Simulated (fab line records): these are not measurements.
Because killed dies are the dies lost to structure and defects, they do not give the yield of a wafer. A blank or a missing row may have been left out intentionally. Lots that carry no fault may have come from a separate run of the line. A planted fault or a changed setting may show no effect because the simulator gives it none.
Problem report, 8D (eight disciplines) form, completed by code | flow n5-finfet | the parts of the form that need people (team, actions taken, sign-off) are left out

1. WHAT WENT WRONG
Mean of raw-defect-count at N5_DUMMY_REMOVAL_INSPECT_06: 798 across 4 wafers in 2 lots; on wafers with no fault it is 12 (standard deviation 5.8). So: +99 or more standard deviations from the usual mean.
The step: inspects for defects (brightfield).
First seen on wafer L158.4, day 7 02:41, on defect-inspect-01. At this step, 27 wafers from 9 lots have a number in the record. By rule, "out" or "out of limits" means more than 4 standard deviations away from the usual mean. The rest of the wafers with a number are treated as sound.

2. WHAT IT IS, WHAT IT ISN'T
question                    | is                                   | is not
which readings at this step | raw-defect-count                     | -
which lots                  | L158, L159                           | L146, L147, L148, L154, L156, L165, L166
which wafers of those lots  | L158.4, L158.5, L159.1, L159.6       | L158.1, L159.5
read on which gauges        | defect-inspect-01, defect-inspect-02 | -
when                        | from day 7 02:41                     | up to then (16 sound wafers); but 7 sound wafers of L159, L165, L166 came after

3. SUSPECTS, AND WHAT RULES EACH OUT
Counting: a tool at a process step up to the reading stays a suspect if it ran every lot that is out. Sound lots after the first of them don't rule it out here, since some wafers of a struck lot are sound.
- ruled out: the gauge at N5_DUMMY_REMOVAL_INSPECT_06. 2 gauges (defect-inspect-01, defect-inspect-02) read the wafers that are out.
- rie-diel-01 at N5_DUMMY_REMOVAL_HM_STRIP_01 (strips SiNx in CH3F/O2, stops on poly-Si, target depth 4 nm, time 6.8 s): kept. It ran every lot that is out, first L158 (day 7 02:29); its last sound lot up to then is L156 (day 6 11:46).
- Within rie-diel-01 at N5_DUMMY_REMOVAL_HM_STRIP_01, the wafers that are out were processed in chamber 2 and their sound lot-mates in chamber 3.
The count leaves rie-diel-01 at N5_DUMMY_REMOVAL_HM_STRIP_01.

4. THE CAUSE (what the simulator had put in)
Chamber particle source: rie-diel-01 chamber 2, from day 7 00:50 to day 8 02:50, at N5_DUMMY_REMOVAL_HM_STRIP_01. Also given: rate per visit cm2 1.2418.
After counting, this tool was the only one left.

5. SEQUENCE OF EFFECTS, ordered by route
Each row: a reading where the mean over the struck wafers with a number is more than 3 standard deviations away from the usual. Readings are gone through only where the record gives a usual standard deviation; hours: the median, over the lots, of the time from a lot's start at the first step in this table giving one to that lot's start at this step; sigmas: the change measured in usual standard deviations.
hours | step                        | reading              | usual  | on struck wafers | change | sigmas
0     | N5_DUMMY_REMOVAL_INSPECT_06 | raw-defect-count     | 12     | 798              | +786   | +99 or more
226   | N5_PASSIVATION_PROBE_49     | defect-limited-yield | 91.0 % | 81.2             | -9.8   | -6.5
226   | N5_PASSIVATION_PROBE_49     | killed-at-front-end  | 39     | 154              | +115   | +10
226   | N5_PASSIVATION_PROBE_49     | killed-dies          | 106    | 221              | +115   | +6.8
226   | N5_PASSIVATION_PROBE_49     | killed-on-rim        | 13     | 31               | +18    | +4.3
226   | N5_PASSIVATION_PROBE_49     | sort_bin_5_function  | 5.3 %  | 11.8             | +6.5   | +6.5
226   | N5_PASSIVATION_PROBE_49     | sort-n-pass          | 1074   | 959              | -115   | -6.8
226   | N5_PASSIVATION_PROBE_49     | sort-yield-pct       | 91.0 % | 81.2             | -9.8   | -6.5
Its process steps:
- N5_PASSIVATION_PROBE_49
At these later measuring or inspecting steps, every struck wafer for which the step has a row has a number for every such reading, and none has moved that far: N5_BEOL_M4_RC_MEAS_101.

6. HOW IT WOULD HAVE BEEN CAUGHT EARLIER
The first out-of-limits reading at a measuring or inspecting step in this record came at day 7 02:41, 2 hours after the fault's start at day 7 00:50.
Of the tool readings at N5_DUMMY_REMOVAL_HM_STRIP_01 for which the record gives a usual standard deviation, none was out on any struck wafer, so an alarm limit of 4 standard deviations on them would not have fired.
Among the 2 lots that are out, L159 began N5_DUMMY_REMOVAL_HM_STRIP_01 on rie-diel-01 after day 7 02:41. It would have been spared by a hold on the tool at that moment.
